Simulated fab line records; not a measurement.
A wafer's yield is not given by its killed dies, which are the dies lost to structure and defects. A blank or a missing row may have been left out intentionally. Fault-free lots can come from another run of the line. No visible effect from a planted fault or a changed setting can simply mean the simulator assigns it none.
The tool behind it: which one? :: flow n5 finfet :: Sampling: 24 lots, 72 wafers, 5 of 1938 route steps

## WHAT THE GAUGES READ, wafer by wafer
N5_BEOL_M1_CD_MEAS_11 targets a cd of 17.05 nm.
lot: L074
measured: day 6 02:25
on: cd sem-02
cd nm (nm): 16.97 17.48 17.46

lot: L075
measured: day 6 07:33
on: cd sem-02
cd nm (nm): 16.76 16.91 16.81

lot: L076
measured: day 6 10:11
on: cd sem-01
cd nm (nm): 17.22 17.05 16.99

lot: L077
measured: day 6 16:47
on: cd sem-02
cd nm (nm): 17.11 17.23 16.90

lot: L078
measured: day 7 02:29
on: cd sem-01
cd nm (nm): 17.24 16.98 17.18

lot: L079
measured: day 7 07:43
on: cd sem-01
cd nm (nm): 16.70 16.81 16.85

lot: L080
measured: day 7 16:18
on: cd sem-01
cd nm (nm): 16.61 16.59 16.74

lot: L081
measured: day 7 17:38
on: cd sem-01
cd nm (nm): 17.07 16.98 16.70

lot: L082
measured: day 8 04:26
on: cd sem-02
cd nm (nm): 17.09 17.00 17.44

lot: L083
measured: day 8 06:50
on: cd sem-01
cd nm (nm): 16.66 16.60 16.86

lot: L085
measured: day 8 17:51
on: cd sem-01
cd nm (nm): 17.37 17.57 17.11

lot: L084
measured: day 8 20:44
on: cd sem-02
cd nm (nm): 17.14 16.70 17.56

lot: L086
measured: day 9 07:30
on: cd sem-02
cd nm (nm): 16.99 17.44 17.08

lot: L087
measured: day 9 07:47
on: cd sem-02
cd nm (nm): 16.95 16.85 16.69

lot: L088
measured: day 9 17:37
on: cd sem-03
cd nm (nm): 17.00 17.07 17.00

lot: L089
measured: day 9 19:44
on: cd sem-01
cd nm (nm): 16.94 17.11 17.00

lot: L090
measured: day 10 01:44
on: cd sem-03
cd nm (nm): 16.91 16.89 17.29

lot: L091
measured: day 10 06:54
on: cd sem-02
cd nm (nm): 17.02 16.94 16.50

lot: L092
measured: day 10 14:07
on: cd sem-03
cd nm (nm): 17.91 17.16 17.47

lot: L094
measured: day 11 03:11
on: cd sem-01
cd nm (nm): 16.83 16.88 17.35

lot: L093
measured: day 11 04:23
on: cd sem-02
cd nm (nm): 17.31 17.02 17.35

lot: L095
measured: day 11 10:14
on: cd sem-01
cd nm (nm): 17.27 16.42 16.88

lot: L096
measured: day 12 14:59
on: cd sem-03
cd nm (nm): 16.99 17.31 17.20

lot: L097
measured: day 12 15:19
on: cd sem-03
cd nm (nm): 17.02 16.71 17.10

## WHAT TOOL EACH LOT RAN ON (gives the tool, then ch and the chambers of the sampled wafers, and finally the start)
lot: L074
N5_BEOL_M0_STRIP_104: rie diel-02 ch 2,3, day 5 18:14
N5_BEOL_M0_ETCH_128: rie diel-02 ch 2,3, day 5 18:52
N5_BEOL_M0_ANNEAL_133: pvd sputter-02, day 5 22:00
N5_BEOL_M0_CO_CAP_123: cvd co-01 ch 0,2, day 5 23:06

lot: L075
N5_BEOL_M0_STRIP_104: rie diel-02 ch 1,2, day 6 02:55
N5_BEOL_M0_ETCH_128: rie diel-01 ch 1,2,3, day 6 03:02
N5_BEOL_M0_ANNEAL_133: pvd sputter-01, day 6 04:37
N5_BEOL_M0_CO_CAP_123: cvd co-01 ch 0,2, day 6 06:28

lot: L076
N5_BEOL_M0_STRIP_104: rie diel-04 ch 0,1,2, day 6 03:53
N5_BEOL_M0_ETCH_128: rie diel-04 ch 0,1,3, day 6 04:00
N5_BEOL_M0_ANNEAL_133: pvd sputter-03, day 6 05:44
N5_BEOL_M0_CO_CAP_123: cvd co-01 ch 0,2, day 6 06:53

lot: L077
N5_BEOL_M0_STRIP_104: rie diel-01 ch 0,3, day 6 09:53
N5_BEOL_M0_ETCH_128: rie diel-02 ch 1,2,3, day 6 10:21
N5_BEOL_M0_ANNEAL_133: pvd sputter-03, day 6 13:08
N5_BEOL_M0_CO_CAP_123: cvd co-02 ch 0,2, day 6 14:25

lot: L078
N5_BEOL_M0_STRIP_104: rie diel-01 ch 0,3, day 6 20:32
N5_BEOL_M0_ETCH_128: rie diel-04 ch 1,2,3, day 6 20:58
N5_BEOL_M0_ANNEAL_133: pvd sputter-03, day 6 23:51
N5_BEOL_M0_CO_CAP_123: cvd co-02 ch 1,2, day 7 01:02

lot: L079
N5_BEOL_M0_STRIP_104: rie diel-02 ch 1,2,3, day 7 00:02
N5_BEOL_M0_ETCH_128: rie diel-02 ch 0,1,3, day 7 00:10
N5_BEOL_M0_ANNEAL_133: pvd sputter-02, day 7 02:16
N5_BEOL_M0_CO_CAP_123: cvd co-02 ch 0,1, day 7 03:41

lot: L080
N5_BEOL_M0_STRIP_104: rie diel-02 ch 0,1,3, day 7 10:01
N5_BEOL_M0_ETCH_128: rie diel-04 ch 0,1,3, day 7 10:14
N5_BEOL_M0_ANNEAL_133: pvd sputter-01, day 7 13:28
N5_BEOL_M0_CO_CAP_123: cvd co-01 ch 0,1,2, day 7 14:33

lot: L081
N5_BEOL_M0_STRIP_104: rie diel-02 ch 1,3, day 7 13:22
N5_BEOL_M0_ETCH_128: rie diel-04 ch 1,3, day 7 13:41
N5_BEOL_M0_ANNEAL_133: pvd sputter-03, day 7 15:40
N5_BEOL_M0_CO_CAP_123: cvd co-02 ch 1,2, day 7 16:43

lot: L082
N5_BEOL_M0_STRIP_104: rie diel-04 ch 1,2,3, day 8 00:14
N5_BEOL_M0_ETCH_128: rie diel-02 ch 0,1,3, day 8 00:24
N5_BEOL_M0_ANNEAL_133: pvd sputter-03, day 8 02:08
N5_BEOL_M0_CO_CAP_123: cvd co-02 ch 1,2, day 8 03:10

lot: L083
N5_BEOL_M0_STRIP_104: rie diel-02 ch 0,2,3, day 8 00:38
N5_BEOL_M0_ETCH_128: rie diel-04 ch 1,2, day 8 00:48
N5_BEOL_M0_ANNEAL_133: pvd sputter-03, day 8 02:55
N5_BEOL_M0_CO_CAP_123: cvd co-02 ch 0,1, day 8 04:02

lot: L085
N5_BEOL_M0_STRIP_104: rie diel-02 ch 0,1,3, day 8 13:54
N5_BEOL_M0_ETCH_128: rie diel-02 ch 0,3, day 8 14:02
N5_BEOL_M0_ANNEAL_133: pvd sputter-03, day 8 15:29
N5_BEOL_M0_CO_CAP_123: cvd co-02 ch 0,1,2, day 8 16:31

lot: L084
N5_BEOL_M0_STRIP_104: rie diel-02 ch 0,1, day 8 13:58
N5_BEOL_M0_ETCH_128: rie diel-04 ch 1,3, day 8 14:05
N5_BEOL_M0_ANNEAL_133: pvd sputter-02, day 8 17:01
N5_BEOL_M0_CO_CAP_123: cvd co-01 ch 1,2, day 8 18:16

lot: L086
N5_BEOL_M0_STRIP_104: rie diel-04 ch 1,2, day 8 23:25
N5_BEOL_M0_ETCH_128: rie diel-02 ch 0,1, day 8 23:32
N5_BEOL_M0_ANNEAL_133: pvd sputter-01, day 9 03:55
N5_BEOL_M0_CO_CAP_123: cvd co-01 ch 0,2, day 9 05:59

lot: L087
N5_BEOL_M0_STRIP_104: rie diel-04 ch 1,2, day 9 02:07
N5_BEOL_M0_ETCH_128: rie diel-04 ch 0,1,2, day 9 02:14
N5_BEOL_M0_ANNEAL_133: pvd sputter-03, day 9 05:14
N5_BEOL_M0_CO_CAP_123: cvd co-01 ch 0,2, day 9 06:26

lot: L088
N5_BEOL_M0_STRIP_104: rie diel-04 ch 1,2,3, day 9 13:40
N5_BEOL_M0_ETCH_128: rie diel-01 ch 2,3, day 9 14:14
N5_BEOL_M0_ANNEAL_133: pvd sputter-01, day 9 15:38
N5_BEOL_M0_CO_CAP_123: cvd co-02 ch 0,1, day 9 16:41

lot: L089
N5_BEOL_M0_STRIP_104: rie diel-02 ch 1,2, day 9 13:52
N5_BEOL_M0_ETCH_128: rie diel-02 ch 0,3, day 9 14:16
N5_BEOL_M0_ANNEAL_133: pvd sputter-03, day 9 16:09
N5_BEOL_M0_CO_CAP_123: cvd co-02 ch 0,1, day 9 17:10

lot: L090
N5_BEOL_M0_STRIP_104: rie diel-04 ch 1,2, day 9 20:42
N5_BEOL_M0_ETCH_128: rie diel-04 ch 0,1, day 9 20:50
N5_BEOL_M0_ANNEAL_133: pvd sputter-03, day 9 22:47
N5_BEOL_M0_CO_CAP_123: cvd co-01 ch 0,2, day 10 00:01

lot: L091
N5_BEOL_M0_STRIP_104: rie diel-01 ch 0,2, day 10 01:15
N5_BEOL_M0_ETCH_128: rie diel-04 ch 0,1,3, day 10 02:23
N5_BEOL_M0_ANNEAL_133: pvd sputter-01, day 10 04:14
N5_BEOL_M0_CO_CAP_123: cvd co-02 ch 0,2, day 10 05:34

lot: L092
N5_BEOL_M0_STRIP_104: rie diel-02 ch 0,1, day 10 05:04
N5_BEOL_M0_ETCH_128: rie diel-04 ch 0,2,3, day 10 05:34
N5_BEOL_M0_ANNEAL_133: pvd sputter-01, day 10 10:22
N5_BEOL_M0_CO_CAP_123: cvd co-02 ch 0,1,2, day 10 11:33

lot: L094
N5_BEOL_M0_STRIP_104: rie diel-02 ch 0,1,3, day 10 19:43
N5_BEOL_M0_ETCH_128: rie diel-04 ch 0,2,3, day 10 19:50
N5_BEOL_M0_ANNEAL_133: pvd sputter-02, day 10 21:44
N5_BEOL_M0_CO_CAP_123: cvd co-02 ch 0,1,2, day 11 00:46

lot: L093
N5_BEOL_M0_STRIP_104: rie diel-01 ch 0,2, day 10 21:32
N5_BEOL_M0_ETCH_128: rie diel-01 ch 0,3, day 10 21:41
N5_BEOL_M0_ANNEAL_133: pvd sputter-02, day 11 01:12
N5_BEOL_M0_CO_CAP_123: cvd co-01 ch 0, day 11 02:15

lot: L095
N5_BEOL_M0_STRIP_104: rie diel-04 ch 0,3, day 11 03:50
N5_BEOL_M0_ETCH_128: rie diel-01 ch 2,3, day 11 03:58
N5_BEOL_M0_ANNEAL_133: pvd sputter-02, day 11 06:49
N5_BEOL_M0_CO_CAP_123: cvd co-01 ch 0,2, day 11 08:02

lot: L096
N5_BEOL_M0_STRIP_104: rie diel-01 ch 0,2,3, day 12 07:08
N5_BEOL_M0_ETCH_128: rie diel-01 ch 0,3, day 12 09:03
N5_BEOL_M0_ANNEAL_133: pvd sputter-02, day 12 11:57
N5_BEOL_M0_CO_CAP_123: cvd co-01 ch 0,2, day 12 13:19

lot: L097
N5_BEOL_M0_STRIP_104: rie diel-02 ch 1,3, day 12 07:25
N5_BEOL_M0_ETCH_128: rie diel-02 ch 2,3, day 12 09:19
N5_BEOL_M0_ANNEAL_133: pvd sputter-03, day 12 12:05
N5_BEOL_M0_CO_CAP_123: cvd co-01 ch 0,1,2, day 12 13:33
- N5_BEOL_M0_STRIP_104: strips in N2/H2.
- N5_BEOL_M0_ETCH_128: etches SiCN in CF4/N2, target depth 12 nm, overetch 5.1 nm, time 21.4 s.
- N5_BEOL_M0_ANNEAL_133: time 60 s.
- N5_BEOL_M0_CO_CAP_123: material Co, precursor CCTBA/H2, target thk 2 nm, time 102.1 s.

## WHAT THE TOOLS THEMSELVES READ (means of the sampled wafers that have a number; where no wafer has one, the mark that the record gives instead)
N5_BEOL_M0_STRIP_104.
lot: L074
tool: rie diel-02
drypump motor current A (A): 6.2
oes product au (a.u.): 0.89
rf vpp V (V): 58.4
showerhead plenum p Torr (Torr): 2.50
throttle valve pct (%): 23.27

lot: L075
tool: rie diel-02
drypump motor current A (A): 5.9
oes product au (a.u.): 0.90
rf vpp V (V): 60.5
showerhead plenum p Torr (Torr): 2.49
throttle valve pct (%): 23.19

lot: L076
tool: rie diel-04
drypump motor current A (A): 5.4
oes product au (a.u.): 0.84
rf vpp V (V): 59.4
showerhead plenum p Torr (Torr): 2.61
throttle valve pct (%): 23.59

lot: L077
tool: rie diel-01
drypump motor current A (A): 5.1
oes product au (a.u.): 0.77
rf vpp V (V): 59.3
showerhead plenum p Torr (Torr): 2.60
throttle valve pct (%): 23.37

lot: L078
tool: rie diel-01
drypump motor current A (A): 5.1
oes product au (a.u.): 0.77
rf vpp V (V): 59.9
showerhead plenum p Torr (Torr): 2.59
throttle valve pct (%): 23.38

lot: L079
tool: rie diel-02
drypump motor current A (A): 5.9
oes product au (a.u.): 0.82
rf vpp V (V): 58.4
showerhead plenum p Torr (Torr): 2.49
throttle valve pct (%): 23.36

lot: L080
tool: rie diel-02
drypump motor current A (A): 5.9
oes product au (a.u.): 0.83
rf vpp V (V): 59.2
showerhead plenum p Torr (Torr): 2.48
throttle valve pct (%): 23.46

lot: L081
tool: rie diel-02
drypump motor current A (A): 5.9
oes product au (a.u.): 0.76
rf vpp V (V): 60.3
showerhead plenum p Torr (Torr): 2.49
throttle valve pct (%): 23.46

lot: L082
tool: rie diel-04
drypump motor current A (A): 5.3
oes product au (a.u.): 0.82
rf vpp V (V): 60.1
showerhead plenum p Torr (Torr): 2.64
throttle valve pct (%): 23.67

lot: L083
tool: rie diel-02
drypump motor current A (A): 6.2
oes product au (a.u.): 0.83
rf vpp V (V): 60.2
showerhead plenum p Torr (Torr): 2.48
throttle valve pct (%): 23.41

lot: L085
tool: rie diel-02
drypump motor current A (A): 5.9
oes product au (a.u.): 0.82
rf vpp V (V): 59.3
showerhead plenum p Torr (Torr): 2.47
throttle valve pct (%): 23.48

lot: L084
tool: rie diel-02
drypump motor current A (A): 5.7
oes product au (a.u.): 0.84
rf vpp V (V): 59.9
showerhead plenum p Torr (Torr): 2.46
throttle valve pct (%): 23.43

lot: L086
tool: rie diel-04
drypump motor current A (A): 5.1
oes product au (a.u.): 0.87
rf vpp V (V): 58.5
showerhead plenum p Torr (Torr): 2.68
throttle valve pct (%): 23.56

lot: L087
tool: rie diel-04
drypump motor current A (A): 5.1
oes product au (a.u.): 0.86
rf vpp V (V): 58.9
showerhead plenum p Torr (Torr): 2.64
throttle valve pct (%): 23.72

lot: L088
tool: rie diel-04
drypump motor current A (A): 5.3
oes product au (a.u.): 0.90
rf vpp V (V): 58.6
showerhead plenum p Torr (Torr): 2.64
throttle valve pct (%): 23.59

lot: L089
tool: rie diel-02
drypump motor current A (A): 5.9
oes product au (a.u.): 0.84
rf vpp V (V): 59.3
showerhead plenum p Torr (Torr): 2.48
throttle valve pct (%): 23.26

lot: L090
tool: rie diel-04
drypump motor current A (A): 5.1
oes product au (a.u.): 0.85
rf vpp V (V): 60.0
showerhead plenum p Torr (Torr): 2.68
throttle valve pct (%): 23.58

lot: L091
tool: rie diel-01
drypump motor current A (A): 5.6
oes product au (a.u.): 0.84
rf vpp V (V): 59.4
showerhead plenum p Torr (Torr): 2.60
throttle valve pct (%): 23.46

lot: L092
tool: rie diel-02
drypump motor current A (A): 5.7
oes product au (a.u.): 0.82
rf vpp V (V): 59.1
showerhead plenum p Torr (Torr): 2.46
throttle valve pct (%): 23.44

lot: L094
tool: rie diel-02
drypump motor current A (A): 5.9
oes product au (a.u.): 0.80
rf vpp V (V): 60.9
showerhead plenum p Torr (Torr): 2.47
throttle valve pct (%): 23.51

lot: L093
tool: rie diel-01
drypump motor current A (A): 5.6
oes product au (a.u.): 0.83
rf vpp V (V): 60.2
showerhead plenum p Torr (Torr): 2.60
throttle valve pct (%): 23.49

lot: L095
tool: rie diel-04
drypump motor current A (A): 5.7
oes product au (a.u.): 0.91
rf vpp V (V): 60.5
showerhead plenum p Torr (Torr): 2.51
throttle valve pct (%): 23.43

lot: L096
tool: rie diel-01
drypump motor current A (A): 5.3
oes product au (a.u.): 0.77
rf vpp V (V): 60.7
showerhead plenum p Torr (Torr): 2.58
throttle valve pct (%): 23.46

lot: L097
tool: rie diel-02
drypump motor current A (A): 5.9
oes product au (a.u.): 0.73
rf vpp V (V): 59.6
showerhead plenum p Torr (Torr): 2.47
throttle valve pct (%): 23.50

N5_BEOL_M0_ETCH_128.
lot: L074
tool: rie diel-02
drypump motor current A (A): 6.2
oes product au (a.u.): 0.60
rf vpp V (V): 381.7
showerhead plenum p Torr (Torr): 2.18
throttle valve pct (%): 15.13

lot: L075
tool: rie diel-01
drypump motor current A (A): 5.3
oes product au (a.u.): 0.56
rf vpp V (V): 383.1
showerhead plenum p Torr (Torr): 2.25
throttle valve pct (%): 15.14

lot: L076
tool: rie diel-04
drypump motor current A (A): 5.5
oes product au (a.u.): 0.53
rf vpp V (V): 383.3
showerhead plenum p Torr (Torr): 2.27
throttle valve pct (%): 15.55

lot: L077
tool: rie diel-02
drypump motor current A (A): 5.9
oes product au (a.u.): 0.56
rf vpp V (V): 381.7
showerhead plenum p Torr (Torr): 2.17
throttle valve pct (%): 15.12

lot: L078
tool: rie diel-04
drypump motor current A (A): 5.2
oes product au (a.u.): 0.58
rf vpp V (V): 384.3
showerhead plenum p Torr (Torr): 2.30
throttle valve pct (%): 15.32

lot: L079
tool: rie diel-02
drypump motor current A (A): 5.9
oes product au (a.u.): 0.57
rf vpp V (V): 381.0
showerhead plenum p Torr (Torr): 2.16
throttle valve pct (%): 15.31

lot: L080
tool: rie diel-04
drypump motor current A (A): 5.6
oes product au (a.u.): 0.52
rf vpp V (V): 384.3
showerhead plenum p Torr (Torr): 2.27
throttle valve pct (%): 15.58

lot: L081
tool: rie diel-04
drypump motor current A (A): 5.3
oes product au (a.u.): 0.58
rf vpp V (V): 385.6
showerhead plenum p Torr (Torr): 2.33
throttle valve pct (%): 15.40

lot: L082
tool: rie diel-02
drypump motor current A (A): 5.9
oes product au (a.u.): 0.57
rf vpp V (V): 381.3
showerhead plenum p Torr (Torr): 2.15
throttle valve pct (%): 15.33

lot: L083
tool: rie diel-04
drypump motor current A (A): 5.1
oes product au (a.u.): 0.61
rf vpp V (V): 384.6
showerhead plenum p Torr (Torr): 2.32
throttle valve pct (%): 15.16

lot: L085
tool: rie diel-02
drypump motor current A (A): 6.2
oes product au (a.u.): 0.56
rf vpp V (V): 380.6
showerhead plenum p Torr (Torr): 2.16
throttle valve pct (%): 15.53

lot: L084
tool: rie diel-04
drypump motor current A (A): 5.4
oes product au (a.u.): 0.55
rf vpp V (V): 385.3
showerhead plenum p Torr (Torr): 2.30
throttle valve pct (%): 15.59

lot: L086
tool: rie diel-02
drypump motor current A (A): 5.9
oes product au (a.u.): 0.59
rf vpp V (V): 380.4
showerhead plenum p Torr (Torr): 2.14
throttle valve pct (%): 15.30

lot: L087
tool: rie diel-04
drypump motor current A (A): 5.3
oes product au (a.u.): 0.61
rf vpp V (V): 383.0
showerhead plenum p Torr (Torr): 2.26
throttle valve pct (%): 15.20

lot: L088
tool: rie diel-01
drypump motor current A (A): 5.1
oes product au (a.u.): 0.56
rf vpp V (V): 383.6
showerhead plenum p Torr (Torr): 2.23
throttle valve pct (%): 15.10

lot: L089
tool: rie diel-02
drypump motor current A (A): 6.2
oes product au (a.u.): 0.56
rf vpp V (V): 380.6
showerhead plenum p Torr (Torr): 2.16
throttle valve pct (%): 15.55

lot: L090
tool: rie diel-04
drypump motor current A (A): 5.4
oes product au (a.u.): 0.62
rf vpp V (V): 383.9
showerhead plenum p Torr (Torr): 2.29
throttle valve pct (%): 15.27

lot: L091
tool: rie diel-04
drypump motor current A (A): 5.6
oes product au (a.u.): 0.62
rf vpp V (V): 383.1
showerhead plenum p Torr (Torr): 2.26
throttle valve pct (%): 15.30

lot: L092
tool: rie diel-04
drypump motor current A (A): 5.5
oes product au (a.u.): 0.61
rf vpp V (V): 383.5
showerhead plenum p Torr (Torr): 2.22
throttle valve pct (%): 15.23

lot: L094
tool: rie diel-04
drypump motor current A (A): 5.5
oes product au (a.u.): 0.60
rf vpp V (V): 382.8
showerhead plenum p Torr (Torr): 2.22
throttle valve pct (%): 15.24

lot: L093
tool: rie diel-01
drypump motor current A (A): 5.1
oes product au (a.u.): 0.51
rf vpp V (V): 382.7
showerhead plenum p Torr (Torr): 2.24
throttle valve pct (%): 15.18

lot: L095
tool: rie diel-01
drypump motor current A (A): 5.1
oes product au (a.u.): 0.54
rf vpp V (V): 382.3
showerhead plenum p Torr (Torr): 2.22
throttle valve pct (%): 15.13

lot: L096
tool: rie diel-01
drypump motor current A (A): 5.4
oes product au (a.u.): 0.49
rf vpp V (V): 383.3
showerhead plenum p Torr (Torr): 2.26
throttle valve pct (%): 15.36

lot: L097
tool: rie diel-02
drypump motor current A (A): 6.2
oes product au (a.u.): 0.54
rf vpp V (V): 380.8
showerhead plenum p Torr (Torr): 2.16
throttle valve pct (%): 15.23

N5_BEOL_M0_ANNEAL_133.
lot: L074
tool: pvd sputter-02
heater power w (W): 815
susceptor_temp_C_max: 400.9

lot: L075
tool: pvd sputter-01
heater power w (W): 853
susceptor_temp_C_max: 400.7

lot: L076
tool: pvd sputter-03
heater power w (W): 896
susceptor_temp_C_max: 400.6

lot: L077
tool: pvd sputter-03
heater power w (W): 696
susceptor_temp_C_max: 401.2

lot: L078
tool: pvd sputter-03
heater power w (W): 809
susceptor_temp_C_max: 400.8

lot: L079
tool: pvd sputter-02
heater power w (W): 846
susceptor_temp_C_max: 401.5

lot: L080
tool: pvd sputter-01
heater power w (W): 837
susceptor_temp_C_max: 400.8

lot: L081
tool: pvd sputter-03
heater power w (W): 952
susceptor_temp_C_max: 400.5

lot: L082
tool: pvd sputter-03
heater power w (W): 756
susceptor_temp_C_max: 400.9

lot: L083
tool: pvd sputter-03
heater power w (W): 751
susceptor_temp_C_max: 401.0

lot: L085
tool: pvd sputter-03
heater power w (W): 690
susceptor_temp_C_max: 400.7

lot: L084
tool: pvd sputter-02
heater power w (W): 872
susceptor_temp_C_max: 400.6

lot: L086
tool: pvd sputter-01
heater power w (W): 764
susceptor_temp_C_max: 400.7

lot: L087
tool: pvd sputter-03
heater power w (W): 952
susceptor_temp_C_max: 400.8

lot: L088
tool: pvd sputter-01
heater power w (W): 781
susceptor_temp_C_max: 400.9

lot: L089
tool: pvd sputter-03
heater power w (W): 836
susceptor_temp_C_max: 400.7

lot: L090
tool: pvd sputter-03
heater power w (W): 901
susceptor_temp_C_max: 401.0

lot: L091
tool: pvd sputter-01
heater power w (W): 767
susceptor_temp_C_max: 400.9

lot: L092
tool: pvd sputter-01
heater power w (W): 802
susceptor_temp_C_max: 400.8

lot: L094
tool: pvd sputter-02
heater power w (W): 861
susceptor_temp_C_max: 400.7

lot: L093
tool: pvd sputter-02
heater power w (W): 851
susceptor_temp_C_max: 400.9

lot: L095
tool: pvd sputter-02
heater power w (W): 833
susceptor_temp_C_max: 400.5

lot: L096
tool: pvd sputter-02
heater power w (W): 836
susceptor_temp_C_max: 401.1

lot: L097
tool: pvd sputter-03
heater power w (W): 756
susceptor_temp_C_max: 401.0

N5_BEOL_M0_CO_CAP_123.
lot: L074
tool: cvd co-01
heater power w (W): 279

lot: L075
tool: cvd co-01
heater power w (W): 267

lot: L076
tool: cvd co-01
heater power w (W): 265

lot: L077
tool: cvd co-02
heater power w (W): 251

lot: L078
tool: cvd co-02
heater power w (W): 222

lot: L079
tool: cvd co-02
heater power w (W): 258

lot: L080
tool: cvd co-01
heater power w (W): 253

lot: L081
tool: cvd co-02
heater power w (W): 228

lot: L082
tool: cvd co-02
heater power w (W): 224

lot: L083
tool: cvd co-02
heater power w (W): 257

lot: L085
tool: cvd co-02
heater power w (W): 238

lot: L084
tool: cvd co-01
heater power w (W): 276

lot: L086
tool: cvd co-01
heater power w (W): 262

lot: L087
tool: cvd co-01
heater power w (W): 265

lot: L088
tool: cvd co-02
heater power w (W): 240

lot: L089
tool: cvd co-02
heater power w (W): 255

lot: L090
tool: cvd co-01
heater power w (W): 267

lot: L091
tool: cvd co-02
heater power w (W): 256

lot: L092
tool: cvd co-02
heater power w (W): 239

lot: L094
tool: cvd co-02
heater power w (W): 238

lot: L093
tool: cvd co-01
heater power w (W): 248

lot: L095
tool: cvd co-01
heater power w (W): 266

lot: L096
tool: cvd co-01
heater power w (W): 285

lot: L097
tool: cvd co-01
heater power w (W): 254

## THE ANSWER, worked out from the rows above alone
Rule: what is usual is taken from the lots themselves. Put in order of their means at a reading, lots are off if they are a third of the lots or fewer, leave a main group of 4 or more, and stand apart from it by a gap of 3 or more times the standard deviation of the main group's means; of several such gaps the widest counts. If all means in a main group match to the digits the tables above print for the reading, that group is not used. Also off: a lot with no number at a reading for which 4 or more lots have one. Any other lot the step has rows for is counted as sound. Order of review: gauges by route order, followed by the tools' own readings, for which a lot's mean as printed above is used. The first step at which some lot is off is used, and at that step the reading that is off furthest; a lot without a number counts as furthest.
No lot is off at any reading shown: from this, nothing can be told.

## WHAT THE SIMULATOR HAD PUT IN
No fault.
